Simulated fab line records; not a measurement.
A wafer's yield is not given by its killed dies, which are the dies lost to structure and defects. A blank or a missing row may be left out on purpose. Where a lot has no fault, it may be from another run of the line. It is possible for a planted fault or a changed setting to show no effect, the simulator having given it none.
Which tool did it? :: flow n5_finfet :: 24 lots with 72 wafers sampled at 6 steps, on a route of 1938 steps

== WHAT THE GAUGES READ, wafer by wafer ==
The record holds no reading of a measuring or inspecting step that can be judged against a usual standard deviation.

== TOOL THAT RAN EACH LOT (tool first, then ch and the chambers of the sampled wafers, then the start) ==
lot: L076
N5_BEOL_M4_STRIP_36: rie_diel-01 ch 0,3, day 11 18:46
N5_BEOL_M4_ALD_84: ald_metal-04 ch 0,1,2, day 11 19:39
N5_BEOL_M4_ANNEAL_49: pvd_sputter-01, day 11 22:07
N5_BEOL_M4_SPUTTER_81: pvd_sputter-01, day 11 22:28
N5_BEOL_M4_ANNEAL_91: pvd_sputter-01, day 11 23:13
N5_BEOL_M4_SPUTTER_92: pvd_sputter-01, day 11 23:21

lot: L074
N5_BEOL_M4_STRIP_36: rie_diel-01 ch 0,2,3, day 12 01:33
N5_BEOL_M4_ALD_84: ald_metal-04 ch 0,3, day 12 02:17
N5_BEOL_M4_ANNEAL_49: pvd_sputter-03, day 12 04:11
N5_BEOL_M4_SPUTTER_81: pvd_sputter-03, day 12 04:33
N5_BEOL_M4_ANNEAL_91: pvd_sputter-03, day 12 05:17
N5_BEOL_M4_SPUTTER_92: pvd_sputter-03, day 12 05:26

lot: L075
N5_BEOL_M4_STRIP_36: rie_diel-01 ch 0,1,2, day 12 05:24
N5_BEOL_M4_ALD_84: ald_metal-04 ch 1,2,3, day 12 06:03
N5_BEOL_M4_ANNEAL_49: pvd_sputter-02, day 12 06:51
N5_BEOL_M4_SPUTTER_81: pvd_sputter-02, day 12 07:13
N5_BEOL_M4_ANNEAL_91: pvd_sputter-02, day 12 07:57
N5_BEOL_M4_SPUTTER_92: pvd_sputter-02, day 12 08:05

lot: L077
N5_BEOL_M4_STRIP_36: rie_diel-01 ch 0,2, day 12 08:16
N5_BEOL_M4_ALD_84: ald_metal-02 ch 1,2,3, day 12 08:53
N5_BEOL_M4_ANNEAL_49: pvd_sputter-02, day 12 09:45
N5_BEOL_M4_SPUTTER_81: pvd_sputter-02, day 12 10:07
N5_BEOL_M4_ANNEAL_91: pvd_sputter-02, day 12 10:51
N5_BEOL_M4_SPUTTER_92: pvd_sputter-02, day 12 10:59

lot: L078
N5_BEOL_M4_STRIP_36: rie_diel-05 ch 0,1,3, day 12 08:23
N5_BEOL_M4_ALD_84: ald_metal-04 ch 0,1,3, day 12 09:00
N5_BEOL_M4_ANNEAL_49: pvd_sputter-01, day 12 11:29
N5_BEOL_M4_SPUTTER_81: pvd_sputter-01, day 12 11:51
N5_BEOL_M4_ANNEAL_91: pvd_sputter-01, day 12 12:35
N5_BEOL_M4_SPUTTER_92: pvd_sputter-01, day 12 12:44

lot: L079
N5_BEOL_M4_STRIP_36: rie_diel-01 ch 0,2,3, day 12 12:29
N5_BEOL_M4_ALD_84: ald_metal-01 ch 0,2,3, day 12 13:27
N5_BEOL_M4_ANNEAL_49: pvd_sputter-03, day 12 14:32
N5_BEOL_M4_SPUTTER_81: pvd_sputter-03, day 12 14:54
N5_BEOL_M4_ANNEAL_91: pvd_sputter-03, day 12 15:38
N5_BEOL_M4_SPUTTER_92: pvd_sputter-03, day 12 15:47

lot: L081
N5_BEOL_M4_STRIP_36: rie_diel-05 ch 0,2, day 13 06:38
N5_BEOL_M4_ALD_84: ald_metal-04 ch 0,3, day 13 07:12
N5_BEOL_M4_ANNEAL_49: pvd_sputter-02, day 13 07:47
N5_BEOL_M4_SPUTTER_81: pvd_sputter-02, day 13 08:09
N5_BEOL_M4_ANNEAL_91: pvd_sputter-02, day 13 08:53
N5_BEOL_M4_SPUTTER_92: pvd_sputter-02, day 13 09:02

lot: L080
N5_BEOL_M4_STRIP_36: rie_diel-01 ch 1,2,3, day 13 13:13
N5_BEOL_M4_ALD_84: ald_metal-01 ch 0,2, day 13 13:46
N5_BEOL_M4_ANNEAL_49: pvd_sputter-03, day 13 14:25
N5_BEOL_M4_SPUTTER_81: pvd_sputter-03, day 13 14:47
N5_BEOL_M4_ANNEAL_91: pvd_sputter-03, day 13 15:31
N5_BEOL_M4_SPUTTER_92: pvd_sputter-03, day 13 15:40

lot: L082
N5_BEOL_M4_STRIP_36: rie_diel-05 ch 1,2,3, day 13 13:23
N5_BEOL_M4_ALD_84: ald_metal-02 ch 1,2, day 13 13:56
N5_BEOL_M4_ANNEAL_49: pvd_sputter-01, day 13 16:05
N5_BEOL_M4_SPUTTER_81: pvd_sputter-01, day 13 16:27
N5_BEOL_M4_ANNEAL_91: pvd_sputter-01, day 13 17:11
N5_BEOL_M4_SPUTTER_92: pvd_sputter-01, day 13 17:20

lot: L083
N5_BEOL_M4_STRIP_36: rie_diel-01 ch 1,2,3, day 13 17:19
N5_BEOL_M4_ALD_84: ald_metal-01 ch 0,3, day 13 18:02
N5_BEOL_M4_ANNEAL_49: pvd_sputter-02, day 13 18:55
N5_BEOL_M4_SPUTTER_81: pvd_sputter-02, day 13 19:16
N5_BEOL_M4_ANNEAL_91: pvd_sputter-02, day 13 20:01
N5_BEOL_M4_SPUTTER_92: pvd_sputter-02, day 13 20:09

lot: L085
N5_BEOL_M4_STRIP_36: rie_diel-05 ch 1,3, day 13 23:55
N5_BEOL_M4_ALD_84: ald_metal-04 ch 0,2, day 14 00:39
N5_BEOL_M4_ANNEAL_49: pvd_sputter-02, day 14 01:51
N5_BEOL_M4_SPUTTER_81: pvd_sputter-02, day 14 02:13
N5_BEOL_M4_ANNEAL_91: pvd_sputter-02, day 14 02:57
N5_BEOL_M4_SPUTTER_92: pvd_sputter-02, day 14 03:05

lot: L084
N5_BEOL_M4_STRIP_36: rie_diel-01 ch 0,1,3, day 14 06:11
N5_BEOL_M4_ALD_84: ald_metal-01 ch 0,1, day 14 07:08
N5_BEOL_M4_ANNEAL_49: pvd_sputter-02, day 14 07:50
N5_BEOL_M4_SPUTTER_81: pvd_sputter-02, day 14 08:11
N5_BEOL_M4_ANNEAL_91: pvd_sputter-02, day 14 08:56
N5_BEOL_M4_SPUTTER_92: pvd_sputter-02, day 14 09:04

lot: L086
N5_BEOL_M4_STRIP_36: rie_diel-01 ch 0,3, day 14 10:41
N5_BEOL_M4_ALD_84: ald_metal-02 ch 1,2, day 14 11:22
N5_BEOL_M4_ANNEAL_49: pvd_sputter-01, day 14 11:58
N5_BEOL_M4_SPUTTER_81: pvd_sputter-01, day 14 12:20
N5_BEOL_M4_ANNEAL_91: pvd_sputter-01, day 14 13:04
N5_BEOL_M4_SPUTTER_92: pvd_sputter-01, day 14 13:13

lot: L089
N5_BEOL_M4_STRIP_36: rie_diel-01 ch 0,1,3, day 15 03:18
N5_BEOL_M4_ALD_84: ald_metal-01 ch 0,1, day 15 03:49
N5_BEOL_M4_ANNEAL_49: pvd_sputter-01, day 15 06:01
N5_BEOL_M4_SPUTTER_81: pvd_sputter-01, day 15 06:23
N5_BEOL_M4_ANNEAL_91: pvd_sputter-01, day 15 07:07
N5_BEOL_M4_SPUTTER_92: pvd_sputter-01, day 15 07:16

lot: L088
N5_BEOL_M4_STRIP_36: rie_diel-01 ch 0,1,3, day 15 07:42
N5_BEOL_M4_ALD_84: ald_metal-01 ch 2,3, day 15 08:48
N5_BEOL_M4_ANNEAL_49: pvd_sputter-01, day 15 10:52
N5_BEOL_M4_SPUTTER_81: pvd_sputter-01, day 15 11:13
N5_BEOL_M4_ANNEAL_91: pvd_sputter-01, day 15 11:58
N5_BEOL_M4_SPUTTER_92: pvd_sputter-01, day 15 12:06

lot: L091
N5_BEOL_M4_STRIP_36: rie_diel-04 ch 1,3, day 15 07:47
N5_BEOL_M4_ALD_84: ald_metal-04 ch 1,2, day 15 08:37
N5_BEOL_M4_ANNEAL_49: pvd_sputter-03, day 15 09:22
N5_BEOL_M4_SPUTTER_81: pvd_sputter-03, day 15 09:43
N5_BEOL_M4_ANNEAL_91: pvd_sputter-03, day 15 10:28
N5_BEOL_M4_SPUTTER_92: pvd_sputter-03, day 15 10:36

lot: L087
N5_BEOL_M4_STRIP_36: rie_diel-04 ch 2,3, day 15 12:28
N5_BEOL_M4_ALD_84: ald_metal-04 ch 1,2, day 15 13:39
N5_BEOL_M4_ANNEAL_49: pvd_sputter-01, day 15 14:34
N5_BEOL_M4_SPUTTER_81: pvd_sputter-01, day 15 14:55
N5_BEOL_M4_ANNEAL_91: pvd_sputter-01, day 15 15:40
N5_BEOL_M4_SPUTTER_92: pvd_sputter-01, day 15 15:48

lot: L090
N5_BEOL_M4_STRIP_36: rie_diel-05 ch 0,2,3, day 15 17:17
N5_BEOL_M4_ALD_84: ald_metal-01 ch 1,2,3, day 15 18:13
N5_BEOL_M4_ANNEAL_49: pvd_sputter-02, day 15 19:03
N5_BEOL_M4_SPUTTER_81: pvd_sputter-02, day 15 19:25
N5_BEOL_M4_ANNEAL_91: pvd_sputter-02, day 15 20:09
N5_BEOL_M4_SPUTTER_92: pvd_sputter-02, day 15 20:17

lot: L092
N5_BEOL_M4_STRIP_36: rie_diel-01 ch 1,2,3, day 15 17:32
N5_BEOL_M4_ALD_84: ald_metal-04 ch 1,2,3, day 15 18:30
N5_BEOL_M4_ANNEAL_49: pvd_sputter-01, day 15 20:54
N5_BEOL_M4_SPUTTER_81: pvd_sputter-01, day 15 21:16
N5_BEOL_M4_ANNEAL_91: pvd_sputter-01, day 15 22:00
N5_BEOL_M4_SPUTTER_92: pvd_sputter-01, day 15 22:08

lot: L093
N5_BEOL_M4_STRIP_36: rie_diel-01 ch 0,3, day 16 12:50
N5_BEOL_M4_ALD_84: ald_metal-04 ch 1,2,3, day 16 14:17
N5_BEOL_M4_ANNEAL_49: pvd_sputter-01, day 16 15:01
N5_BEOL_M4_SPUTTER_81: pvd_sputter-01, day 16 15:23
N5_BEOL_M4_ANNEAL_91: pvd_sputter-01, day 16 16:07
N5_BEOL_M4_SPUTTER_92: pvd_sputter-01, day 16 16:16

lot: L094
N5_BEOL_M4_STRIP_36: rie_diel-04 ch 0,1,3, day 16 21:16
N5_BEOL_M4_ALD_84: ald_metal-02 ch 0,1,2, day 16 22:00
N5_BEOL_M4_ANNEAL_49: pvd_sputter-01, day 16 22:54
N5_BEOL_M4_SPUTTER_81: pvd_sputter-01, day 16 23:16
N5_BEOL_M4_ANNEAL_91: pvd_sputter-01, day 17 00:00
N5_BEOL_M4_SPUTTER_92: pvd_sputter-01, day 17 00:08

lot: L095
N5_BEOL_M4_STRIP_36: rie_diel-05 ch 1,2,3, day 16 21:18
N5_BEOL_M4_ALD_84: ald_metal-04 ch 2,3, day 16 22:14
N5_BEOL_M4_ANNEAL_49: pvd_sputter-03, day 16 23:05
N5_BEOL_M4_SPUTTER_81: pvd_sputter-03, day 16 23:27
N5_BEOL_M4_ANNEAL_91: pvd_sputter-03, day 17 00:11
N5_BEOL_M4_SPUTTER_92: pvd_sputter-03, day 17 00:20

lot: L096
N5_BEOL_M4_STRIP_36: rie_diel-01 ch 0,1,2, day 17 00:43
N5_BEOL_M4_ALD_84: ald_metal-02 ch 0,1,2, day 17 01:31
N5_BEOL_M4_ANNEAL_49: pvd_sputter-03, day 17 02:16
N5_BEOL_M4_SPUTTER_81: pvd_sputter-03, day 17 02:38
N5_BEOL_M4_ANNEAL_91: pvd_sputter-03, day 17 03:22
N5_BEOL_M4_SPUTTER_92: pvd_sputter-03, day 17 03:31

lot: L097
N5_BEOL_M4_STRIP_36: rie_diel-04 ch 0,3, day 17 13:30
N5_BEOL_M4_ALD_84: ald_metal-02 ch 2,3, day 17 14:38
N5_BEOL_M4_ANNEAL_49: pvd_sputter-01, day 17 15:28
N5_BEOL_M4_SPUTTER_81: pvd_sputter-01, day 17 15:49
N5_BEOL_M4_ANNEAL_91: pvd_sputter-01, day 17 16:34
N5_BEOL_M4_SPUTTER_92: pvd_sputter-01, day 17 16:42
- N5_BEOL_M4_STRIP_36: strips in N2/H2.
- N5_BEOL_M4_ALD_84: deposits TaN, pulse time 2 s, purge time 3 s, co reactant purge time 2 s.
- N5_BEOL_M4_ANNEAL_49: time 240 s.
- N5_BEOL_M4_SPUTTER_81: material Cu, target thk 4.5 nm, time 8.29 s.
- N5_BEOL_M4_ANNEAL_91: time 240 s.
- N5_BEOL_M4_SPUTTER_92: material Cu, target thk 4.5 nm, time 8.29 s.

== AS READ BY THE TOOLS THEMSELVES (means over the sampled wafers that have a number; for cases with no such wafer, the mark the record gives instead) ==
N5_BEOL_M4_STRIP_36.
lot: L076
tool: rie_diel-01
bias_power_w (W): 7.003
drypump_motor_current_A (A): 6.3
oes_product_au (a.u.): 0.77
power_w (W): 451.2
rf_vpp_V (V): 60.9
showerhead_plenum_p_Torr (Torr): 2.64
temp_c (C): 40.11
throttle_valve_pct (%): 23.8

lot: L074
tool: rie_diel-01
bias_power_w (W): 6.982
drypump_motor_current_A (A): 6.1
oes_product_au (a.u.): 0.74
power_w (W): 451.5
rf_vpp_V (V): 59.5
showerhead_plenum_p_Torr (Torr): 2.58
temp_c (C): 40.15
throttle_valve_pct (%): 23.6

lot: L075
tool: rie_diel-01
bias_power_w (W): 7.014
drypump_motor_current_A (A): 5.9
oes_product_au (a.u.): 0.82
power_w (W): 449.3
rf_vpp_V (V): 58.6
showerhead_plenum_p_Torr (Torr): 2.57
temp_c (C): 40.00
throttle_valve_pct (%): 23.8

lot: L077
tool: rie_diel-01
bias_power_w (W): 7.012
drypump_motor_current_A (A): 6.0
oes_product_au (a.u.): 0.75
power_w (W): 449.7
rf_vpp_V (V): 59.2
showerhead_plenum_p_Torr (Torr): 2.64
temp_c (C): 40.00
throttle_valve_pct (%): 23.9

lot: L078
tool: rie_diel-05
bias_power_w (W): 6.982
drypump_motor_current_A (A): 6.2
oes_product_au (a.u.): 0.84
power_w (W): 448.7
rf_vpp_V (V): 58.8
showerhead_plenum_p_Torr (Torr): 2.67
temp_c (C): 40.02
throttle_valve_pct (%): 23.5

lot: L079
tool: rie_diel-01
bias_power_w (W): 7.008
drypump_motor_current_A (A): 6.0
oes_product_au (a.u.): 0.74
power_w (W): 451.1
rf_vpp_V (V): 59.6
showerhead_plenum_p_Torr (Torr): 2.57
temp_c (C): 39.93
throttle_valve_pct (%): 23.6

lot: L081
tool: rie_diel-05
bias_power_w (W): 7.027
drypump_motor_current_A (A): 5.7
oes_product_au (a.u.): 0.78
power_w (W): 450.3
rf_vpp_V (V): 60.5
showerhead_plenum_p_Torr (Torr): 2.62
temp_c (C): 40.11
throttle_valve_pct (%): 23.1

lot: L080
tool: rie_diel-01
bias_power_w (W): 6.992
drypump_motor_current_A (A): 5.9
oes_product_au (a.u.): 0.78
power_w (W): 449.5
rf_vpp_V (V): 59.1
showerhead_plenum_p_Torr (Torr): 2.50
temp_c (C): 39.95
throttle_valve_pct (%): 23.5

lot: L082
tool: rie_diel-05
bias_power_w (W): 6.978
drypump_motor_current_A (A): 6.2
oes_product_au (a.u.): 0.82
power_w (W): 451.9
rf_vpp_V (V): 59.1
showerhead_plenum_p_Torr (Torr): 2.64
temp_c (C): 40.12
throttle_valve_pct (%): 23.7

lot: L083
tool: rie_diel-01
bias_power_w (W): 7.018
drypump_motor_current_A (A): 5.9
oes_product_au (a.u.): 0.78
power_w (W): 450.0
rf_vpp_V (V): 60.0
showerhead_plenum_p_Torr (Torr): 2.50
temp_c (C): 39.81
throttle_valve_pct (%): 23.6

lot: L085
tool: rie_diel-05
bias_power_w (W): 6.998
drypump_motor_current_A (A): 6.5
oes_product_au (a.u.): 0.82
power_w (W): 448.5
rf_vpp_V (V): 59.5
showerhead_plenum_p_Torr (Torr): 2.67
temp_c (C): 39.97
throttle_valve_pct (%): 23.6

lot: L084
tool: rie_diel-01
bias_power_w (W): 6.998
drypump_motor_current_A (A): 6.2
oes_product_au (a.u.): 0.80
power_w (W): 449.8
rf_vpp_V (V): 57.6
showerhead_plenum_p_Torr (Torr): 2.55
temp_c (C): 40.05
throttle_valve_pct (%): 23.8

lot: L086
tool: rie_diel-01
bias_power_w (W): 7.000
drypump_motor_current_A (A): 6.3
oes_product_au (a.u.): 0.73
power_w (W): 451.0
rf_vpp_V (V): 57.5
showerhead_plenum_p_Torr (Torr): 2.56
temp_c (C): 39.95
throttle_valve_pct (%): 23.6

lot: L089
tool: rie_diel-01
bias_power_w (W): 6.986
drypump_motor_current_A (A): 6.2
oes_product_au (a.u.): 0.78
power_w (W): 449.6
rf_vpp_V (V): 59.3
showerhead_plenum_p_Torr (Torr): 2.55
temp_c (C): 40.01
throttle_valve_pct (%): 23.8

lot: L088
tool: rie_diel-01
bias_power_w (W): 7.010
drypump_motor_current_A (A): 6.2
oes_product_au (a.u.): 0.79
power_w (W): 451.5
rf_vpp_V (V): 59.3
showerhead_plenum_p_Torr (Torr): 2.55
temp_c (C): 39.98
throttle_valve_pct (%): 23.8

lot: L091
tool: rie_diel-04
bias_power_w (W): 7.030
drypump_motor_current_A (A): 6.1
oes_product_au (a.u.): 0.89
power_w (W): 450.2
rf_vpp_V (V): 58.6
showerhead_plenum_p_Torr (Torr): 2.59
temp_c (C): 40.03
throttle_valve_pct (%): 23.8

lot: L087
tool: rie_diel-04
bias_power_w (W): 7.005
drypump_motor_current_A (A): 5.6
oes_product_au (a.u.): 0.87
power_w (W): 450.6
rf_vpp_V (V): 58.4
showerhead_plenum_p_Torr (Torr): 2.56
temp_c (C): 40.08
throttle_valve_pct (%): 23.4

lot: L090
tool: rie_diel-05
bias_power_w (W): 6.994
drypump_motor_current_A (A): 6.1
oes_product_au (a.u.): 0.78
power_w (W): 449.7
rf_vpp_V (V): 59.3
showerhead_plenum_p_Torr (Torr): 2.61
temp_c (C): 40.05
throttle_valve_pct (%): 23.3

lot: L092
tool: rie_diel-01
bias_power_w (W): 6.990
drypump_motor_current_A (A): 6.0
oes_product_au (a.u.): 0.77
power_w (W): 450.4
rf_vpp_V (V): 59.3
showerhead_plenum_p_Torr (Torr): 2.49
temp_c (C): 39.95
throttle_valve_pct (%): 23.6

lot: L093
tool: rie_diel-01
bias_power_w (W): 6.991
drypump_motor_current_A (A): 6.3
oes_product_au (a.u.): 0.73
power_w (W): 448.6
rf_vpp_V (V): 58.8
showerhead_plenum_p_Torr (Torr): 2.62
temp_c (C): 40.00
throttle_valve_pct (%): 23.9

lot: L094
tool: rie_diel-04
bias_power_w (W): 7.011
drypump_motor_current_A (A): 5.7
oes_product_au (a.u.): 0.88
power_w (W): 450.1
rf_vpp_V (V): 59.0
showerhead_plenum_p_Torr (Torr): 2.55
temp_c (C): 39.99
throttle_valve_pct (%): 23.7

lot: L095
tool: rie_diel-05
bias_power_w (W): 7.016
drypump_motor_current_A (A): 6.2
oes_product_au (a.u.): 0.79
power_w (W): 450.1
rf_vpp_V (V): 59.1
showerhead_plenum_p_Torr (Torr): 2.63
temp_c (C): 39.90
throttle_valve_pct (%): 23.8

lot: L096
tool: rie_diel-01
bias_power_w (W): 6.994
drypump_motor_current_A (A): 5.9
oes_product_au (a.u.): 0.85
power_w (W): 449.5
rf_vpp_V (V): 59.4
showerhead_plenum_p_Torr (Torr): 2.55
temp_c (C): 40.05
throttle_valve_pct (%): 23.8

lot: L097
tool: rie_diel-04
bias_power_w (W): 6.978
drypump_motor_current_A (A): 5.3
oes_product_au (a.u.): 0.88
power_w (W): 450.0
rf_vpp_V (V): 59.3
showerhead_plenum_p_Torr (Torr): 2.51
temp_c (C): 40.12
throttle_valve_pct (%): 23.5

N5_BEOL_M4_ALD_84.
lot: L076
tool: ald_metal-04
heater_power_w (W): 462

lot: L074
tool: ald_metal-04
heater_power_w (W): 489

lot: L075
tool: ald_metal-04
heater_power_w (W): 447

lot: L077
tool: ald_metal-02
heater_power_w (W): 438

lot: L078
tool: ald_metal-04
heater_power_w (W): 462

lot: L079
tool: ald_metal-01
heater_power_w (W): 403

lot: L081
tool: ald_metal-04
heater_power_w (W): 472

lot: L080
tool: ald_metal-01
heater_power_w (W): 385

lot: L082
tool: ald_metal-02
heater_power_w (W): 429

lot: L083
tool: ald_metal-01
heater_power_w (W): 433

lot: L085
tool: ald_metal-04
heater_power_w (W): 501

lot: L084
tool: ald_metal-01
heater_power_w (W): 454

lot: L086
tool: ald_metal-02
heater_power_w (W): 423

lot: L089
tool: ald_metal-01
heater_power_w (W): 413

lot: L088
tool: ald_metal-01
heater_power_w (W): 429

lot: L091
tool: ald_metal-04
heater_power_w (W): 433

lot: L087
tool: ald_metal-04
heater_power_w (W): 434

lot: L090
tool: ald_metal-01
heater_power_w (W): 440

lot: L092
tool: ald_metal-04
heater_power_w (W): 443

lot: L093
tool: ald_metal-04
heater_power_w (W): 453

lot: L094
tool: ald_metal-02
heater_power_w (W): 390

lot: L095
tool: ald_metal-04
heater_power_w (W): 466

lot: L096
tool: ald_metal-02
heater_power_w (W): 389

lot: L097
tool: ald_metal-02
heater_power_w (W): 391

N5_BEOL_M4_ANNEAL_49.
lot: L076
tool: pvd_sputter-01
heater_power_w (W): 824

lot: L074
tool: pvd_sputter-03
heater_power_w (W): 914

lot: L075
tool: pvd_sputter-02
heater_power_w (W): 833

lot: L077
tool: pvd_sputter-02
heater_power_w (W): 859

lot: L078
tool: pvd_sputter-01
heater_power_w (W): 751

lot: L079
tool: pvd_sputter-03
heater_power_w (W): 877

lot: L081
tool: pvd_sputter-02
heater_power_w (W): 747

lot: L080
tool: pvd_sputter-03
heater_power_w (W): 794

lot: L082
tool: pvd_sputter-01
heater_power_w (W): 750

lot: L083
tool: pvd_sputter-02
heater_power_w (W): 825

lot: L085
tool: pvd_sputter-02
heater_power_w (W): 830

lot: L084
tool: pvd_sputter-02
heater_power_w (W): 832

lot: L086
tool: pvd_sputter-01
heater_power_w (W): 775

lot: L089
tool: pvd_sputter-01
heater_power_w (W): 753

lot: L088
tool: pvd_sputter-01
heater_power_w (W): 817

lot: L091
tool: pvd_sputter-03
heater_power_w (W): 891

lot: L087
tool: pvd_sputter-01
heater_power_w (W): 732

lot: L090
tool: pvd_sputter-02
heater_power_w (W): 778

lot: L092
tool: pvd_sputter-01
heater_power_w (W): 755

lot: L093
tool: pvd_sputter-01
heater_power_w (W): 780

lot: L094
tool: pvd_sputter-01
heater_power_w (W): 824

lot: L095
tool: pvd_sputter-03
heater_power_w (W): 893

lot: L096
tool: pvd_sputter-03
heater_power_w (W): 805

lot: L097
tool: pvd_sputter-01
heater_power_w (W): 823

N5_BEOL_M4_SPUTTER_81.
lot: L076
tool: pvd_sputter-01
throttle_valve_pct (%): 31.1

lot: L074
tool: pvd_sputter-03
throttle_valve_pct (%): 29.3

lot: L075
tool: pvd_sputter-02
throttle_valve_pct (%): 29.9

lot: L077
tool: pvd_sputter-02
throttle_valve_pct (%): 30.5

lot: L078
tool: pvd_sputter-01
throttle_valve_pct (%): 30.7

lot: L079
tool: pvd_sputter-03
throttle_valve_pct (%): 30.4

lot: L081
tool: pvd_sputter-02
throttle_valve_pct (%): 29.9

lot: L080
tool: pvd_sputter-03
throttle_valve_pct (%): 29.9

lot: L082
tool: pvd_sputter-01
throttle_valve_pct (%): 30.1

lot: L083
tool: pvd_sputter-02
throttle_valve_pct (%): 29.9

lot: L085
tool: pvd_sputter-02
throttle_valve_pct (%): 29.9

lot: L084
tool: pvd_sputter-02
throttle_valve_pct (%): 30.1

lot: L086
tool: pvd_sputter-01
throttle_valve_pct (%): 29.7

lot: L089
tool: pvd_sputter-01
throttle_valve_pct (%): 30.7

lot: L088
tool: pvd_sputter-01
throttle_valve_pct (%): 31.2

lot: L091
tool: pvd_sputter-03
throttle_valve_pct (%): 30.2

lot: L087
tool: pvd_sputter-01
throttle_valve_pct (%): 30.2

lot: L090
tool: pvd_sputter-02
throttle_valve_pct (%): 30.6

lot: L092
tool: pvd_sputter-01
throttle_valve_pct (%): 30.1

lot: L093
tool: pvd_sputter-01
throttle_valve_pct (%): 30.6

lot: L094
tool: pvd_sputter-01
throttle_valve_pct (%): 31.3

lot: L095
tool: pvd_sputter-03
throttle_valve_pct (%): 29.4

lot: L096
tool: pvd_sputter-03
throttle_valve_pct (%): 29.7

lot: L097
tool: pvd_sputter-01
throttle_valve_pct (%): 31.3

N5_BEOL_M4_ANNEAL_91.
lot: L076
tool: pvd_sputter-01
heater_power_w (W): 824

lot: L074
tool: pvd_sputter-03
heater_power_w (W): 907

lot: L075
tool: pvd_sputter-02
heater_power_w (W): 822

lot: L077
tool: pvd_sputter-02
heater_power_w (W): 857

lot: L078
tool: pvd_sputter-01
heater_power_w (W): 765

lot: L079
tool: pvd_sputter-03
heater_power_w (W): 865

lot: L081
tool: pvd_sputter-02
heater_power_w (W): 754

lot: L080
tool: pvd_sputter-03
heater_power_w (W): 804

lot: L082
tool: pvd_sputter-01
heater_power_w (W): 739

lot: L083
tool: pvd_sputter-02
heater_power_w (W): 815

lot: L085
tool: pvd_sputter-02
heater_power_w (W): 834

lot: L084
tool: pvd_sputter-02
heater_power_w (W): 838

lot: L086
tool: pvd_sputter-01
heater_power_w (W): 765

lot: L089
tool: pvd_sputter-01
heater_power_w (W): 774

lot: L088
tool: pvd_sputter-01
heater_power_w (W): 834

lot: L091
tool: pvd_sputter-03
heater_power_w (W): 873

lot: L087
tool: pvd_sputter-01
heater_power_w (W): 746

lot: L090
tool: pvd_sputter-02
heater_power_w (W): 770

lot: L092
tool: pvd_sputter-01
heater_power_w (W): 735

lot: L093
tool: pvd_sputter-01
heater_power_w (W): 765

lot: L094
tool: pvd_sputter-01
heater_power_w (W): 828

lot: L095
tool: pvd_sputter-03
heater_power_w (W): 905

lot: L096
tool: pvd_sputter-03
heater_power_w (W): 798

lot: L097
tool: pvd_sputter-01
heater_power_w (W): 808

N5_BEOL_M4_SPUTTER_92.
lot: L076
tool: pvd_sputter-01
throttle_valve_pct (%): 31.1

lot: L074
tool: pvd_sputter-03
throttle_valve_pct (%): 29.6

lot: L075
tool: pvd_sputter-02
throttle_valve_pct (%): 30.0

lot: L077
tool: pvd_sputter-02
throttle_valve_pct (%): 30.4

lot: L078
tool: pvd_sputter-01
throttle_valve_pct (%): 30.7

lot: L079
tool: pvd_sputter-03
throttle_valve_pct (%): 30.2

lot: L081
tool: pvd_sputter-02
throttle_valve_pct (%): 29.8

lot: L080
tool: pvd_sputter-03
throttle_valve_pct (%): 30.0

lot: L082
tool: pvd_sputter-01
throttle_valve_pct (%): 30.3

lot: L083
tool: pvd_sputter-02
throttle_valve_pct (%): 30.0

lot: L085
tool: pvd_sputter-02
throttle_valve_pct (%): 30.1

lot: L084
tool: pvd_sputter-02
throttle_valve_pct (%): 30.2

lot: L086
tool: pvd_sputter-01
throttle_valve_pct (%): 29.6

lot: L089
tool: pvd_sputter-01
throttle_valve_pct (%): 30.6

lot: L088
tool: pvd_sputter-01
throttle_valve_pct (%): 31.2

lot: L091
tool: pvd_sputter-03
throttle_valve_pct (%): 30.0

lot: L087
tool: pvd_sputter-01
throttle_valve_pct (%): 30.1

lot: L090
tool: pvd_sputter-02
throttle_valve_pct (%): 30.4

lot: L092
tool: pvd_sputter-01
throttle_valve_pct (%): 30.2

lot: L093
tool: pvd_sputter-01
throttle_valve_pct (%): 30.5

lot: L094
tool: pvd_sputter-01
throttle_valve_pct (%): 31.1

lot: L095
tool: pvd_sputter-03
throttle_valve_pct (%): 29.5

lot: L096
tool: pvd_sputter-03
throttle_valve_pct (%): 29.4

lot: L097
tool: pvd_sputter-01
throttle_valve_pct (%): 31.1

== THE ANSWER, worked out from the rows above alone ==
Rule: what is usual is taken from the lots themselves. Put in order of their means at a reading, lots are off if they are a third of the lots or fewer, leave a main group of 4 or more, and stand apart from it by a gap of 3 or more times the standard deviation of the main group's means; of several such gaps the widest counts. If all means in a main group match to the digits the tables above print for the reading, that group is not used. A lot without any number at a reading at which 4 lots or more have one is off too. Where the step has rows for the other lots, those lots are counted as sound. After the gauges, taken in route order, come the tools' own readings; for these a lot's mean is taken, as printed above. The first step at which some lot is off is used, and at that step the reading that is off furthest; a lot without a number counts as furthest.
No lot is off on any of the readings shown, so nothing can be concluded from this.

== WHAT THE SIMULATOR HAD INSERTED ==
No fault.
